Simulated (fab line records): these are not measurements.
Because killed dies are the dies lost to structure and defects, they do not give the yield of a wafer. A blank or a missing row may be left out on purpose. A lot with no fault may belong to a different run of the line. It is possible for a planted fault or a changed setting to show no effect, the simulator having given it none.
Chamber matching || flow nandHarc || NHARC_A_STAIRCASE_ETCH_253 on rieDiel-02: 4 sister chambers
The step etches the open film in C4F8/O2, target depth 50 nm, time 20.2 s. 4 wafers are shown with their chamber, then 10 later ones without.

## EACH WAFER AND ITS CHAMBER
{"wafer": "L091.6", "chamber": 3, "rfVppV (V)": 888}
{"wafer": "L090.4", "chamber": 1, "rfVppV (V)": 889}
{"wafer": "L093.1", "chamber": 0, "rfVppV (V)": 886}
{"wafer": "L093.2", "chamber": 2, "rfVppV (V)": 905}

## WAFERS WITHOUT THEIR CHAMBER
{"wafer": "L093.6", "rfVppV (V)": 886}
{"wafer": "L094.4", "rfVppV (V)": 905}
{"wafer": "L094.5", "rfVppV (V)": 888}
{"wafer": "L094.6", "rfVppV (V)": 905}
{"wafer": "L095.2", "rfVppV (V)": 889}
{"wafer": "L095.3", "rfVppV (V)": 905}
{"wafer": "L095.6", "rfVppV (V)": 890}
{"wafer": "L097.3", "rfVppV (V)": 887}
{"wafer": "L097.4", "rfVppV (V)": 905}
{"wafer": "L097.5", "rfVppV (V)": 891}

## CHAMBER TAKEN BY EACH
{"wafer": "L093.6", "from the rows above": 0, "in truth": 0}
{"wafer": "L094.4", "from the rows above": 2, "in truth": 2}
{"wafer": "L094.5", "from the rows above": "can't be placed: 3 or 1", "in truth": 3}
{"wafer": "L094.6", "from the rows above": 2, "in truth": 2}
{"wafer": "L095.2", "from the rows above": "can't be placed: 1 or 3", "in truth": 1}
{"wafer": "L095.3", "from the rows above": 2, "in truth": 2}
{"wafer": "L095.6", "from the rows above": "can't be placed: 1 or 3", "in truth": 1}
{"wafer": "L097.3", "from the rows above": "can't be placed: 0 or 3 or 1", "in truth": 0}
{"wafer": "L097.4", "from the rows above": 2, "in truth": 2}
{"wafer": "L097.5", "from the rows above": "can't be placed: 1 or 3", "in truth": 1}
5 of 10 placed correctly. Can't be placed from these rows: 5 (the true chamber is among the candidates in 5). 0 placed wrongly.
How it was worked out, from the rows above alone: a wafer's distance from a chamber is the root of the sum, over the readings, of the square of ((its reading less the chamber's mean) divided by the reading's scatter). The wafer belongs to the nearest chamber; if the next one is less than 2 further off, it can't be placed. A chamber's mean is the mean of its shown wafers. The scatter: root of mean squared gap, hidden wafer to nearest shown wafer, with one shown wafer a chamber.
